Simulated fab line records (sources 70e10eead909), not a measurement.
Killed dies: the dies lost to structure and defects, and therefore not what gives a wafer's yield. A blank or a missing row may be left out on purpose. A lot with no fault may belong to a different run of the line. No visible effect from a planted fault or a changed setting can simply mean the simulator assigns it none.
A lot that was struck, set against a sound lot | flow nand harc | 28 steps out of a route of 1302
Sound: the wafers L740.1, L740.4, L740.5. Wafers L750.2, L750.4, L750.5 were the ones struck. The cause is given at the end.
At each step with rows: each side's tool, then ch and its chambers, then its first start. Under that, the readings that differ: sound wafers | struck wafers | difference of the means | sigmas: that difference in standard deviations of wafers without a fault.
alike: same words and numbers on both sides, and readings whose means sit less than 2 such deviations apart. not compared: any withheld reading, any reading some wafer has no value for, any bound like >300 that may hide the same value, and any number with overlapping values for which the record gives no deviation.
A row with sigmas, a row that says differs or no value, or rows on one side alone: a step with any of these is where the two part. Numbers that don't overlap but have no deviation are shown without sigmas and don't part them. Lack of a reading on every wafer of one side parts them only where that side has two or more wafers.

first, 6 steps without rows for these wafers: NHARC_A_ONON_D2_DEP_09 (target thk 1000 nm); NHARC_A_ONON_D2_DEP_12 (target thk 1000 nm); NHARC_A_ONON_D2_ANNEAL_15 (time 3600 s); NHARC_A_ONON_D2_DEP_16 (target thk 1000 nm); NHARC_A_ONON_D2_DEP_19 (target thk 1000 nm); NHARC_A_ONON_D2_DEP_22 (target thk 1000 nm).
NHARC_A_ONON_D2_DEP_25: target thk 1000 nm.
  sound on pecvd onon-02 ch 0, day 13 23:32; struck on pecvd onon-02 ch 0, day 17 19:25
then, 20 steps without rows for these wafers: NHARC_A_ONON_D2_DEP_28 (target thk 1000 nm); NHARC_A_ONON_D2_DEP_33 (deposits SiO2, target thk 200 nm); NHARC_A_CHANNEL_HOLE_D2_DEP_00 (deposits aC, target thk 3100 nm); NHARC_A_CHANNEL_HOLE_D2_DEP_01 (deposits SiON, target thk 140 nm); NHARC_A_CHANNEL_HOLE_D2_DEHYDRATE_02 (time 120 s); NHARC_A_CHANNEL_HOLE_D2_HMDS_03 (time 30 s); NHARC_A_CHANNEL_HOLE_D2_COAT_36 (time 75 s); NHARC_A_CHANNEL_HOLE_D2_COAT_37 (time 65 s); NHARC_A_CHANNEL_HOLE_D2_COAT_04 (resist thk 90 nm); NHARC_A_CHANNEL_HOLE_D2_SOFTBAKE_05 (time 55 s); NHARC_A_CHANNEL_HOLE_D2_EBR_06; NHARC_A_CHANNEL_HOLE_D2_EXPOSE_07 (exposes mask HOLE D2, target cd 100 nm); NHARC_A_CHANNEL_HOLE_D2_PEB_08 (peb time 65 s); NHARC_A_CHANNEL_HOLE_D2_DEVELOP_09 (develop time 35 s); NHARC_A_CHANNEL_HOLE_D2_DESCUM_15 (chemistry O2, time 3 s); NHARC_A_CHANNEL_HOLE_D2_ETCH_38 (etches the open film in CF4, target depth 39 nm, time 65 s); NHARC_A_CHANNEL_HOLE_D2_ETCH_39 (etches the open film in N2/H2, target depth 260 nm, time 325 s); NHARC_A_CHANNEL_HOLE_D2_ETCH_34 (etches the open film in CF4/CHF3, target depth 154 nm, time 77 s); NHARC_A_CHANNEL_HOLE_D2_ETCH_16 (etches the open film in O2/COS, target depth 3100 nm, time 806 s); NHARC_A_CHANNEL_HOLE_D2_ETCH_19 (etches the open film in C4F8/O2/Ar, time 34.5 s).
-- jump in the record: it breaks off in module A_CHANNEL_HOLE_D2 and resumes in module END (first step shown: number 1302 of the route), and 12 days separate the struck wafers' starts before and after --
NHARC_END_SORT_01:
  sound on prober-01 ch 0, day 25 19:44; struck on prober-02 ch 0, day 29 11:16
  reading         | sound    | struck      | difference | sigmas
  killed at array | 20 24 23 | 140 130 139 | +114       | +5
  killed dies     | 25 29 32 | 144 134 143 | +112       | +5
  alike: killed at other, killed at periphery, killed open, killed short

== WHERE THEY PART ==
NHARC_END_SORT_01 only, going by this record.

WHY: what the simulator had put in
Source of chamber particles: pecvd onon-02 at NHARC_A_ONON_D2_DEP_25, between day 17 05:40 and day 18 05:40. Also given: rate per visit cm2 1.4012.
